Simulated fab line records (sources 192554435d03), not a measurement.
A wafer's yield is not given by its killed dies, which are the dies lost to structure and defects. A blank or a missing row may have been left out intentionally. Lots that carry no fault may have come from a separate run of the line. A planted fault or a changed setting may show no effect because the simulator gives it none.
fab line records	flow n5Finfet
[record] lots = 7	wafers = 39
route steps=1938 shown ZERO_LAYER@11 FIN_SAQP@110 SD_EPI_P@321 HKMG_FIN@449 BEOL_M0_SAQP@654 BEOL_M6@1197
startH: the number of hours between the record's first day and the start of the first shown wafer of the lot	waitH: time in hours since the lot's previous step	" the same as in the row above	L1.1+2: several wafers, shown together as one row	- either no value or no given start	* or withheld: withheld	< > ~ a bound
route shown NAME@n: names a module that has steps shown in the file, with the first one's number in the route	usual: average and standard deviation across the fault-free wafers	same: alike in all rows	chamber/n: place in a boat	sites: the reading at each site	_std_site: standard deviation of those values	_edge_site: mean of outer sites minus mean of inner sites	radiusMm: for every site, how far away it sits from the centre of the wafer	mask NAME#n: copy n	behind: the most recent tool/chamber to have shaped the wafer	hold: reason for holding the lot/hours on hold/outcome of the hold	device: which transistor (n, p or np) failed to switch	end of line: tests of these same wafers at the route's end	a step given without rows: its recipe and nothing more	killed: the dies lost at the first sort to structure and to defects; this is not the yield of the wafer	map: the dies of a wafer, with x for killed, . for not killed, _ for no die there
set.NAME: the setting that was run; set.NAME@STEP: the one run at that earlier step	model.NAME: the simulator's own value behind a step, which no gauge read
lots where settings were altered on purpose, with a table for each step and a row for each wafer
[[steps]]
[step N5_ZERO_LAYER_DEVELOP_10]
[recipe] developTimeS = 60	rinseLiquid = diw	dry = airSpin	devTempC = 21
lot.wafer	tool	chamber	startH	waitH	set.developTimeS
L075.1+2+3+4+5+6	lithoTrack-02	0	-	-	60
L076.1+2+6	lithoTrack-05	0	-	-	83.06
L076.3+4+5	"	0	"	"	60
L077.1+3+5	lithoTrack-02	0	-	-	30.65
L077.2+4+6	"	0	"	"	60
L086.1+2+3+4+5+6	lithoTrack-05	0	-	-	60
L089.1+5+6	lithoTrack-05	0	-	-	86.82
L089.2+3+4	"	0	"	"	60
L092.1+2+4	lithoTrack-05	0	-	-	60
L092.3+5+6	"	0	"	"	87.23
L093.1+4+5	lithoTrack-02	0	-	-	60
[step N5_ZERO_LAYER_HARDBAKE_23]
[recipe] tempC = 130	timeS = 120
[step N5_ZERO_LAYER_CD_MEAS_11]
[recipe] targetCdNm = 2000	landingEnergyEv = 500	detector = seInlens
[usual] cdNm = 2000.3/1.4
lot.wafer	tool	chamber	startH	waitH	set.developTimeS@ZERO_LAYER_DEVELOP_10	cdNm
L075.1	cdSem-01	0	18.64	-	60	1997.5
L075.2	"	0	"	"	60	2000.7
L075.3	"	0	"	"	60	1999.3
L075.4	"	0	"	"	60	1996.9
L075.5	"	0	"	"	60	1996.5
L075.6	"	0	"	"	60	1998.3
L076.1	cdSem-02	0	24.77	-	83.06	2008.7
L076.2	"	0	"	"	83.06	2009.7
L076.3	"	0	"	"	60	2001.8
L076.4	"	0	"	"	60	2004.6
L076.5	"	0	"	"	60	2002.8
L076.6	"	0	"	"	83.06	2008.9
L077.1	cdSem-02	0	30.79	-	30.65	1983.5
L077.2	"	0	"	"	60	1998.4
L077.3	"	0	"	"	30.65	1985.6
L077.4	"	0	"	"	60	2001.5
L077.5	"	0	"	"	30.65	1984.7
L077.6	"	0	"	"	60	1999.8
L086.1	cdSem-03	0	84.77	-	60	2000.3
L086.2	"	0	"	"	60	1998.7
L086.3	"	0	"	"	60	2000.8
L086.4	"	0	"	"	60	1999.5
L086.5	"	0	"	"	60	1999.0
L086.6	"	0	"	"	60	1999.9
L089.1	cdSem-02	0	102.77	-	86.82	2006.7
L089.2	"	0	"	"	60	1998.2
L089.3	"	0	"	"	60	2000.2
L089.4	"	0	"	"	60	2000.0
L089.5	"	0	"	"	86.82	2010.2
L089.6	"	0	"	"	86.82	2008.2
L092.1	cdSem-03	0	120.64	-	60	2000.2
L092.2	"	0	"	"	60	1999.3
L092.3	"	0	"	"	87.23	2006.9
L092.4	"	0	"	"	60	1999.4
L092.5	"	0	"	"	87.23	2007.4
L092.6	"	0	"	"	87.23	2007.1
L093.1	cdSem-02	0	126.64	-	60	1999.8
L093.4	"	0	"	"	60	1999.8
L093.5	"	0	"	"	60	1999.4
[step N5_ZERO_LAYER_DESCUM_16]
[recipe] chemistry = O2	timeS = 7.9	sourcePowerW = 50	biasPowerW = 20	pressureMtorr = 20	rfFrequencyHz = 2.712e+07	tempC = 40	o2FlowSccm = 225
lot.wafer	tool	chamber	startH	waitH	set.developTimeS@ZERO_LAYER_DEVELOP_10	model.ZERO_LAYER.cdNm
L075.1	rieDiel-03	1	18.68	0.0	60	1998
L075.2	"	3	"	"	60	2001
L075.3+4+6	"	2,0,1	"	"	60	-
L075.5	"	2	"	"	60	1997
L076.1	rieDiel-01	0	24.81	0.0	83.06	2008
L076.2	"	3	"	"	83.06	2010
L076.3	"	2	"	"	60	2002
L076.4	"	1	"	"	60	2005
L076.5	"	1	"	"	60	2003
L076.6	"	0	"	"	83.06	2009
L077.1	rieDiel-03	1	30.83	0.0	30.65	1983
L077.2	"	3	"	"	60	1999
L077.3	"	2	"	"	30.65	1986
L077.4	"	0	"	"	60	2001
L077.5	"	0	"	"	30.65	1984
L077.6	"	3	"	"	60	2000
L086.1+6	rieDiel-06	3	84.80	0.0	60	2000
L086.2+4	"	0	"	"	60	-
L086.3	"	2	"	"	60	2001
L086.5	"	2	"	"	60	1999
L089.1	rieDiel-03	3	102.81	0.0	86.82	2007
L089.2	"	1	"	"	60	1998
L089.3+4	"	0,2	"	"	60	2000
L089.5	"	3	"	"	86.82	2010
L089.6	"	0	"	"	86.82	2008
L092.1	rieDiel-06	0	120.68	0.0	60	2000
L092.2	"	2	"	"	60	-
L092.3+5+6	"	3,0,3	"	"	87.23	2007
L092.4	"	2	"	"	60	1999
L093.1+4+5	rieDiel-01	3,1,1	126.89	0.3	60	2000
[step N5_FIN_SAQP_DEVELOP_15]
[recipe] developTimeS = 30	developer = TMAH	resist = CAR-ArF	devTempC = 23	rinseLiquid = diw	dry = airSpin
lot.wafer	tool	chamber	startH	waitH	set.developTimeS
L075.1+4+5	lithoTrack-01	0	-	-	24.02
L075.2+3+6	"	0	"	"	30
L076.1+2+3	lithoTrack-01	0	-	-	30
L076.4+5+6	"	0	"	"	24.12
L077.1+2+3+4+5+6	lithoTrack-03	0	-	-	30
L086.1+3+4	lithoTrack-01	0	-	-	47.19
L086.2+5+6	"	0	"	"	30
L089.1+2+6	lithoTrack-01	0	-	-	17.69
L089.3+4+5	"	0	"	"	30
L092.1+3+5	lithoTrack-01	0	-	-	30
L092.2+4+6	"	0	"	"	13.05
L093.1+4+5	lithoTrack-01	0	-	-	30
[step N5_FIN_SAQP_CD_MEAS_16]
[recipe] targetCdNm = 35.6	landingEnergyEv = 500	detector = seInlens
[usual] cdNm = 35.55/0.27
lot.wafer	tool	chamber	startH	waitH	set.developTimeS@FIN_SAQP_DEVELOP_15	cdNm
L075.1	cdSem-01	0	28.63	-	24.02	36.21
L075.2	"	0	"	"	30	35.51
L075.3	"	0	"	"	30	35.42
L075.4	"	0	"	"	24.02	36.05
L075.5	"	0	"	"	24.02	36.31
L075.6	"	0	"	"	30	35.71
L076.1	cdSem-02	0	34.00	-	30	35.60
L076.2	"	0	"	"	30	35.52
L076.3	"	0	"	"	30	35.58
L076.4	"	0	"	"	24.12	36.23
L076.5	"	0	"	"	24.12	36.09
L076.6	"	0	"	"	24.12	36.20
L077.1	cdSem-01	0	40.75	-	30	35.32
L077.2	"	0	"	"	30	35.69
L077.3	"	0	"	"	30	35.40
L077.4	"	0	"	"	30	35.54
L077.5	"	0	"	"	30	35.05
L077.6	"	0	"	"	30	35.54
L086.1	cdSem-02	0	96.17	-	47.19	34.65
L086.2	"	0	"	"	30	35.43
L086.3	"	0	"	"	47.19	34.74
L086.4	"	0	"	"	47.19	34.33
L086.5	"	0	"	"	30	35.34
L086.6	"	0	"	"	30	35.82
L089.1	cdSem-03	0	111.92	-	17.69	36.30
L089.2	"	0	"	"	17.69	36.68
L089.3	"	0	"	"	30	35.40
L089.4	"	0	"	"	30	35.38
L089.5	"	0	"	"	30	35.34
L089.6	"	0	"	"	17.69	36.04
L092.1	cdSem-03	0	130.00	-	30	35.54
L092.2	"	0	"	"	13.05	36.84
L092.3	"	0	"	"	30	35.72
L092.4	"	0	"	"	13.05	36.99
L092.5	"	0	"	"	30	35.26
L092.6	"	0	"	"	13.05	37.71
L093.1	cdSem-03	0	136.69	-	30	36.09
L093.4	"	0	"	"	30	35.69
L093.5	"	0	"	"	30	35.75
[step N5_SD_EPI_P_EPI_21]
[recipe] material = SiGe:B	dopant = B	tempC = 550	pressureTorr = 20	ambient = H2	timeS = 355
lot.wafer	tool	chamber	startH	waitH	set.epiGrowthTimeS	model.SiGe-B_of_SD_EPI_P_EPI_21.thkNm
L075.1	epiRpcvd-01	0	62.74	0.1	355	60
L075.2+4	"	0	"	"	355	60.8
L075.3	"	0	"	"	502.5	77
L075.5	"	0	"	"	502.5	77.4
L075.6	"	0	"	"	502.5	76.6
L076.1	epiRpcvd-01	0	67.57	0.1	355	61
L076.2	"	0	"	"	297.9	54.6
L076.3	"	0	"	"	297.9	54.2
L076.4	"	0	"	"	355	60.4
L076.5	"	0	"	"	355	59.6
L076.6	"	0	"	"	297.9	54
L077.1	epiRpcvd-04	0	74.74	0.1	355	60.2
L077.2+6	"	0	"	"	355	60
L077.3	"	0	"	"	355	59.6
L077.4+5	"	0	"	"	355	59.8
L086.1	epiRpcvd-03	0	130.79	0.2	355	61.8
L086.2	"	0	"	"	411.9	67.8
L086.3	"	0	"	"	411.9	67.2
L086.4+5	"	0	"	"	355	61
L086.6	"	0	"	"	411.9	68
L089.1	epiRpcvd-03	0	144.00	0.2	355	61
L089.2	"	0	"	"	473.4	74.4
L089.3	"	0	"	"	355	60.2
L089.4	"	0	"	"	355	61.2
L089.5	"	0	"	"	473.4	73.6
L089.6	"	0	"	"	473.4	74
L092.1	epiRpcvd-03	0	161.93	0.2	469.3	72.8
L092.2	"	0	"	"	469.3	73
L092.3	"	0	"	"	355	60.6
L092.4	"	0	"	"	355	60.4
L092.5	"	0	"	"	469.3	72.4
L092.6	"	0	"	"	355	59.8
L093.1+5	epiRpcvd-01	0	170.99	0.1	355	61
L093.4	"	0	172.07	1.1	355	60.6
[step N5_SD_EPI_P_EPI_MEAS_23]
[recipe] mode = xrd
[usual] thkNm = 61.0/1.2
lot.wafer	tool	chamber	startH	waitH	set.epiGrowthTimeS@SD_EPI_P_EPI_21	thkNm
L075.1	filmMetro-02	-	64.93	1.8	355	59.5
L075.2	"	-	"	"	355	62.0
L075.3	"	-	"	"	502.5	76.0
L075.4	"	-	"	"	355	61.2
L075.5	"	-	"	"	502.5	76.6
L075.6	"	-	"	"	502.5	75.3
L076.1	filmMetro-02	-	69.77	1.8	355	61.9
L076.2	"	-	"	"	297.9	56.0
L076.3	"	-	"	"	297.9	53.6
L076.4	"	-	"	"	355	60.4
L076.5	"	-	"	"	355	60.0
L076.6	"	-	"	"	297.9	55.5
L077.1	filmMetro-01	-	76.93	1.8	355	60.8
L077.2	"	-	"	"	355	60.2
L077.3	"	-	"	"	355	58.6
L077.4	"	-	"	"	355	59.8
L077.5	"	-	"	"	355	60.9
L077.6	"	-	"	"	355	62.0
L086.1	filmMetro-01	-	133.71	2.4	355	61.5
L086.2	"	-	"	"	411.9	67.6
L086.3	"	-	"	"	411.9	65.4
L086.4	"	-	"	"	355	61.8
L086.5	"	-	"	"	355	60.3
L086.6	"	-	"	"	411.9	68.0
L089.1	filmMetro-01	-	146.92	2.4	355	62.1
L089.2	"	-	"	"	473.4	73.2
L089.3	"	-	"	"	355	60.6
L089.4	"	-	"	"	355	60.6
L089.5	"	-	"	"	473.4	74.3
L089.6	"	-	"	"	473.4	73.5
L092.1	filmMetro-02	-	164.85	2.4	469.3	73.3
L092.2	"	-	"	"	469.3	70.5
L092.3	"	-	"	"	355	60.0
L092.4	"	-	"	"	355	61.0
L092.5	"	-	"	"	469.3	72.4
L092.6	"	-	"	"	355	58.5
L093.1	filmMetro-01	-	173.21	1.9	355	61.4
L093.4	"	-	"	"	355	61.4
L093.5	"	-	"	"	355	59.2
[step N5_HKMG_FIN_ALD_71]
[recipe] material = TiN	targetThkA = 10	tempC = 400	aldPrecursorFamily = TiCl4	aldCoReactant = NH3	pulseTimeS = 1	purgeTimeS = 3	coReactantPurgeTimeS = 2	coReactantPulseTimeS = 2	aldCycles = 47	pressureTorr = 3
lot.wafer	tool	chamber	startH	waitH	set.aldCycles	model.TiN_of_HKMG_FIN_ALD_71.thkNm
L075.1+2+3+4+5+6	aldMetal-01	3,1,2,0,1,0	83.67	0.0	47	1
L076.1+4+6	aldMetal-01	1,2,1	88.55	0.0	47	1
L076.2+3+5	"	0,3,2	"	"	29	0.6
L077.1+2+6	aldMetal-03	3,2,1	95.97	0.0	47	1
L077.3+4+5	"	0,1,2	"	"	24	0.6
L086.1+2+3	aldMetal-01	3,0,1	153.56	0.0	63	1.4
L086.4+5+6	"	2,0,1	"	"	47	1
L089.1+4+5	aldMetal-04	2,3,3	165.60	0.0	60	1.2
L089.2+3+6	"	0,1,2	"	"	47	1
L092.1+2+3+4+5+6	aldMetal-04	3,0,1,2,1,0	184.29	0.0	47	1
L093.1+4+5	aldMetal-03	3,1,1	192.53	0.0	47	1
[step N5_BEOL_M0_SAQP_ETCH_84]
[recipe] chemistry = N2/H2	target = SOC	targetDepthA = 1000	overetchA = 200	maskMaterial = SiARC	tempC = 40	timeS = 150	ionEnergyEv = 200	pressureMtorr = 30	sourceW = 840	biasW = 150	n2FlowSccm = 200	h2FlowSccm = 200
lot.wafer	tool	chamber	startH	waitH	set.timeS	model.etch.depthNm	model.SiARC_of_BEOL_M0_SAQP_COAT_82.thkNm
L075.1	rieDiel-03	2	117.47	0.0	150	99.67	24.2
L075.2+5	"	0,2	"	"	179.4	99.55	23.2
L075.3	"	1	"	"	150	100	24.4
L075.4	"	0	"	"	150	99.89	24.2
L075.6	"	1	"	"	179.4	99.56	23.2
L076.1	rieDiel-03	3	118.78	0.0	150	100.2	24.2
L076.2	"	2	"	"	150	100.1	24.2
L076.3+5	"	1,3	"	"	150	100.5	24.2
L076.4	"	0	"	"	150	100.3	24.2
L076.6	"	2	"	"	150	100.6	24.4
L077.1	rieDiel-06	0	122.94	0.0	150	99.51	24.4
L077.2	"	3	"	"	96.89	78.63	26.2
L077.3	"	2	"	"	150	99.57	24.6
L077.4	"	2	"	"	96.89	76.3	26.4
L077.5	"	0	"	"	96.89	78.52	26.2
L077.6	"	3	"	"	150	99.56	24.2
L086.1+6	rieDiel-03	2,1	182.99	0.0	150	100.3	24.4
L086.2	"	3	"	"	107	84.57	26.2
L086.3	"	1	"	"	107	85.12	26.2
L086.4	"	0	"	"	150	100.5	24.6
L086.5	"	0	"	"	107	84.35	26.2
L089.1	rieDiel-06	0	203.07	0.0	212.3	100.2	21.8
L089.2	"	2	"	"	212.3	99.66	22.2
L089.3	"	3	"	"	150	100	24.2
L089.4	"	1	"	"	212.3	100.1	21.8
L089.5	"	1	"	"	150	100.1	24.2
L089.6	"	2	"	"	150	99.9	24.4
L092.1	rieDiel-06	0	218.57	0.0	150	99.68	24.4
L092.2	"	3	"	"	150	99.69	24.2
L092.3	"	2	"	"	150	100.2	24.6
L092.4	"	1	"	"	150	99.79	24.2
L092.5	"	1	"	"	150	99.82	24.2
L092.6	"	2	"	"	150	99.84	24.8
L093.1	rieDiel-01	1	221.19	0.0	150	100.2	24.2
L093.4	"	0	"	"	150	100.4	24.2
L093.5	"	0	"	"	150	100.3	24
[step N5_BEOL_M0_SAQP_STRIP_80]
[recipe] chemistry = N2/H2	tempC = 40	n2FlowSccm = 200	h2FlowSccm = 200	rfFrequencyHz = 6e+07
[step N5_BEOL_M0_SAQP_HM_OPEN_112]
[recipe] chemistry = CHF3/O2	target = SiO2	stopOn = a-Si	targetDepthA = 120	overEtchFrac = 1.25	maskMaterial = SOC	timeS = 13.5	pressureMtorr = 30	sourceW = 650	biasW = 170	Ar_flow_sccm = 200	CHF3_flow_sccm = 50	O2_flow_sccm = 5	ionEnergyEv = 200	ends = endPoint
[step N5_BEOL_M0_SAQP_STRIP_113]
[recipe] chemistry = CHF3/O2	resist = SiARC	rfFrequencyHz = 6e+07
[step N5_BEOL_M0_SAQP_MANDREL_ETCH_20]
[recipe] targetDepthA = 600	chemistry = HBr/Cl2	target = a-Si	stopOn = SiNx	btTimeS = 10	maskMaterial = SOC	overEtchFrac = 0.5	timeS = 30	pressureMtorr = 10	icpW = 800	biasW = 75	HBr_flow_sccm = 150	Cl2_flow_sccm = 80	ends = endPoint
[usual] oesProductAu = 0.778/0.0093
lot.wafer	tool	chamber	startH	waitH	set.timeS@BEOL_M0_SAQP_ETCH_84	oesProductAu
L075.1	rieSi-02	3	117.66	0.0	150	0.770
L075.2	"	0	"	"	179.4	0.784
L075.3	"	1	"	"	150	0.772
L075.4	"	2	"	"	150	0.776
L075.5	"	3	"	"	179.4	0.785
L075.6	"	0	"	"	179.4	0.802
L076.1	rieSi-02	3	118.97	0.0	150	0.765
L076.2	"	0	"	"	150	0.780
L076.3	"	1	"	"	150	0.776
L076.4	"	2	"	"	150	0.776
L076.5	"	2	"	"	150	0.781
L076.6	"	3	"	"	150	0.784
L077.1	rieSi-02	3	123.13	0.0	150	0.783
L077.2	"	2	"	"	96.89	0.330
L077.3	"	1	"	"	150	0.776
L077.4	"	0	"	"	96.89	0.338
L077.5	"	0	"	"	96.89	0.337
L077.6	"	3	"	"	150	0.782
L086.1	rieSi-02	1	183.18	0.0	150	0.780
L086.2	"	3	"	"	107	0.415
L086.3	"	0	"	"	107	0.424
L086.4	"	2	"	"	150	0.787
L086.5	"	2	"	"	107	0.402
L086.6	"	1	"	"	150	0.787
L089.1	rieSi-01	1	203.26	0.0	212.3	0.771
L089.2	"	0	"	"	212.3	0.770
L089.3	"	2	"	"	150	0.786
L089.4	"	3	"	"	212.3	0.762
L089.5	"	2	"	"	150	0.789
L089.6	"	1	"	"	150	0.783
L092.1	rieSi-02	3	218.76	0.0	150	0.772
L092.2	"	2	"	"	150	0.776
L092.3	"	0	"	"	150	0.790
L092.4	"	1	"	"	150	0.776
L092.5	"	3	"	"	150	0.782
L092.6	"	0	"	"	150	0.791
L093.1	rieSi-03	0	221.38	0.0	150	0.776
L093.4	"	3	"	"	150	0.790
L093.5	"	1	"	"	150	0.778
[step N5_BEOL_M0_SAQP_STRIP_86]
[recipe] chemistry = N2/H2	powerW = 500	tempC = 40	pressureMtorr = 50	rfFrequencyHz = 6e+07	overashFraction = 0.3	biasPowerW = 28	h2Frac = 0.5	n2FlowSccm = 300	h2FlowSccm = 300
[step N5_BEOL_M0_SAQP_STRIP_115]
[recipe] chemistry = postEtchResidueRemover	timeS = 60	tempC = 25	removerPh = withheld	removerWaterWtPct = withheld	removerFluorideWtPct = withheld
[step N5_BEOL_M0_SAQP_SPACER1_ALD_98]
[recipe] material = SiO2	targetThkA = 128	tempC = 300	aldPrecursorFamily = BDEAS	aldCoReactant = O2-plasma	pulseTimeS = 1	purgeTimeS = 2	coReactantPurgeTimeS = 2	aldCycles = 138	pressureTorr = 2
[step N5_BEOL_M0_SAQP_SPACER1_ETCHBACK_99]
[recipe] chemistry = CHF3/O2	mode = anisotropicEtchback	target = SiO2	targetDepthA = 154	timeS = 7.7	pressureMtorr = 30	sourceW = 650	biasW = 170	Ar_flow_sccm = 200	CHF3_flow_sccm = 50	O2_flow_sccm = 5	ionEnergyEv = 200
[step N5_BEOL_M0_SAQP_MANDREL1_REMOVE_100]
[recipe] chemistry = HBr/Cl2/O2	btTimeS = 10	target = a-Si	stopOn = SiNx	endpoint = OES-SiCl	overEtchFrac = 0.85	icpW = 600	biasW = 30	HBr_flow_sccm = 150	Cl2_flow_sccm = 80	O2_flow_sccm = 5	pressureMtorr = 10
[usual] oesProductAu = 1.005/0.0086
lot.wafer	tool	chamber	startH	waitH	set.timeS@BEOL_M0_SAQP_ETCH_84	oesProductAu	model.BEOL_M0_SAQP.cdNm
L075.1	rieSi-03	0	118.84	0.1	150	1.012	12.8
L075.2	"	2	"	"	179.4	1.008	12.8
L075.3	"	3	"	"	150	1.007	12.8
L075.4	"	1	"	"	150	1.009	12.8
L075.5	"	1	"	"	179.4	1.017	12.8
L075.6	"	2	"	"	179.4	1.017	12.8
L076.1	rieSi-02	2	120.47	0.1	150	1.005	12.8
L076.2	"	1	"	"	150	0.993	13
L076.3	"	0	"	"	150	1.029	12.8
L076.4	"	3	"	"	150	1.012	12.8
L076.5	"	0	"	"	150	1.029	13
L076.6	"	3	"	"	150	1.001	13
L077.1	rieSi-02	1	124.35	0.1	150	0.996	12.8
L077.2	"	0	"	"	96.89	0.380	42.6
L077.3	"	2	"	"	150	1.000	12.8
L077.4	"	3	"	"	96.89	0.375	42.4
L077.5	"	2	"	"	96.89	0.382	42.6
L077.6	"	3	"	"	150	1.014	12.8
L086.1	rieSi-02	0	185.54	0.1	150	1.019	12.8
L086.2	"	2	"	"	107	0.498	43.8
L086.3	"	1	"	"	107	0.509	43.8
L086.4	"	3	"	"	150	1.010	12.8
L086.5	"	2	"	"	107	0.478	43.2
L086.6	"	1	"	"	150	1.003	12.8
L089.1	rieSi-02	2	204.46	0.1	212.3	1.004	12.8
L089.2	"	3	"	"	212.3	0.991	12.8
L089.3	"	1	"	"	150	0.991	12.8
L089.4	"	0	"	"	212.3	1.016	13
L089.5	"	2	"	"	150	0.990	12.8
L089.6	"	3	"	"	150	1.002	13
L092.1	rieSi-01	2	220.08	0.1	150	1.021	12.8
L092.2	"	3	"	"	150	0.994	12.8
L092.3	"	0	"	"	150	0.997	12.8
L092.4	"	1	"	"	150	0.993	12.8
L092.5	"	2	"	"	150	1.006	12.8
L092.6	"	1	"	"	150	0.996	12.8
L093.1	rieSi-01	0	222.75	0.1	150	1.012	12.8
L093.4	"	1	"	"	150	0.995	12.8
L093.5	"	1	"	"	150	1.001	13
[step N5_BEOL_M6_PECVD_70]
[recipe] material = SiO2	targetThkA = 200	tempC = 400	precursor = TEOS/O2	pressureTorr = 5.5	rfW = 450	teosFlowSccm = 53.8	gas = O2	flowSccm = 3000	timeS = 22.7
lot.wafer	tool	chamber	startH	waitH	set.timeS	model.SiO2_of_BEOL_M6_PECVD_70.thkNm
L075.1	pecvd-03	0	188.56	0.0	34.4	29
L075.2	"	1	"	"	34.4	29.6
L075.3	"	2	"	"	22.7	19.4
L075.4	"	1	"	"	34.4	30.4
L075.5	"	2	"	"	22.7	19.8
L075.6	"	0	"	"	22.7	19.6
L077.1	pecvd-03	2	189.39	0.0	22.7	19.6
L077.2	"	0	"	"	22.7	19.8
L077.3+6	"	1,0	"	"	14.22	12.4
L077.4	"	2	"	"	22.7	20
L077.5	"	1	"	"	14.22	12.6
L076.1	pecvd-04	1	193.34	0.0	22.7	19.6
L076.2+4	"	0	"	"	22.7	19.8
L076.3	"	2	"	"	13.48	12
L076.5	"	1	"	"	13.48	11.8
L076.6	"	2	"	"	13.48	12.2
L086.1	pecvd-01	2	254.07	0.0	17.78	15.2
L086.2+6	"	0,1	"	"	17.78	15.6
L086.3	"	1	"	"	22.7	19.8
L086.4+5	"	2,0	"	"	22.7	20
L089.1+3	pecvd-04	1,2	270.07	0.0	22.7	20.2
L089.2	"	0	"	"	22.7	20
L089.4+5	"	2,0	"	"	22.7	20.4
L089.6	"	1	"	"	22.7	20.6
L092.1	pecvd-04	2	287.54	0.0	11.51	10.2
L092.2	"	0	"	"	11.51	10
L092.3	"	1	"	"	22.7	19.6
L092.4	"	1	"	"	11.51	9.8
L092.5+6	"	2,0	"	"	22.7	20
L093.1	pecvd-04	1	299.38	0.0	22.7	19.6
L093.4	"	0	"	"	22.7	20
L093.5	"	2	"	"	22.7	20.2
[[key]]
[split] step = N5_ZERO_LAYER_DEVELOP_10	setting = developTimeS	stated = 60	by = wafer
[response] step = N5_ZERO_LAYER_CD_MEAS_11	reading = cdNm	change = +0.217	per = 1%	r = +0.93
[response] step = N5_ZERO_LAYER_DESCUM_16	reading = model.ZERO_LAYER.cdNm	change = +0.219	per = 1%	r = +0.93
[split] step = N5_FIN_SAQP_DEVELOP_15	setting = developTimeS	stated = 30	by = wafer
[response] step = N5_FIN_SAQP_CD_MEAS_16	reading = cdNm	change = -0.024	per = 1%	r = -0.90
[split] step = N5_SD_EPI_P_EPI_21	setting = epiGrowthTimeS	stated = 355	by = wafer
[response] step = N5_SD_EPI_P_EPI_21	reading = model.SiGe-B_of_SD_EPI_P_EPI_21.thkNm	change = +0.393	per = 1%	r = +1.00
[response] step = N5_SD_EPI_P_EPI_MEAS_23	reading = thkNm	change = *	per = 1%	r = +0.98
[split] step = N5_HKMG_FIN_ALD_71	setting = aldCycles	stated = 47	by = wafer
[response] step = N5_HKMG_FIN_ALD_71	reading = model.TiN_of_HKMG_FIN_ALD_71.thkNm	change = +0.00934	per = 1%	r = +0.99
[split] step = N5_BEOL_M0_SAQP_ETCH_84	setting = timeS	stated = 150	by = wafer
[response] step = N5_BEOL_M0_SAQP_ETCH_84	reading = model.etch.depthNm	shape = bent	atLowest = 77.82	atStated = 100.1	atHighest = 99.99
[response] step = N5_BEOL_M0_SAQP_ETCH_84	reading = model.SiARC_of_BEOL_M0_SAQP_COAT_82.thkNm	change = -0.0558	per = 1%	r = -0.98
[response] step = N5_BEOL_M0_SAQP_MANDREL_ETCH_20	reading = oesProductAu	shape = bent	atLowest = 0.335	atStated = 0.780	atHighest = 0.768
[response] step = N5_BEOL_M0_SAQP_MANDREL1_REMOVE_100	reading = oesProductAu	shape = bent	atLowest = 0.379	atStated = 1.005	atHighest = 1.004
[response] step = N5_BEOL_M0_SAQP_MANDREL1_REMOVE_100	reading = model.BEOL_M0_SAQP.cdNm	shape = bent	atLowest = 42.53	atStated = 12.84	atHighest = 12.87
[split] step = N5_BEOL_M6_PECVD_70	setting = timeS	stated = 22.7	by = wafer
[response] step = N5_BEOL_M6_PECVD_70	reading = model.SiO2_of_BEOL_M6_PECVD_70.thkNm	change = +0.196	per = 1%	r = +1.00
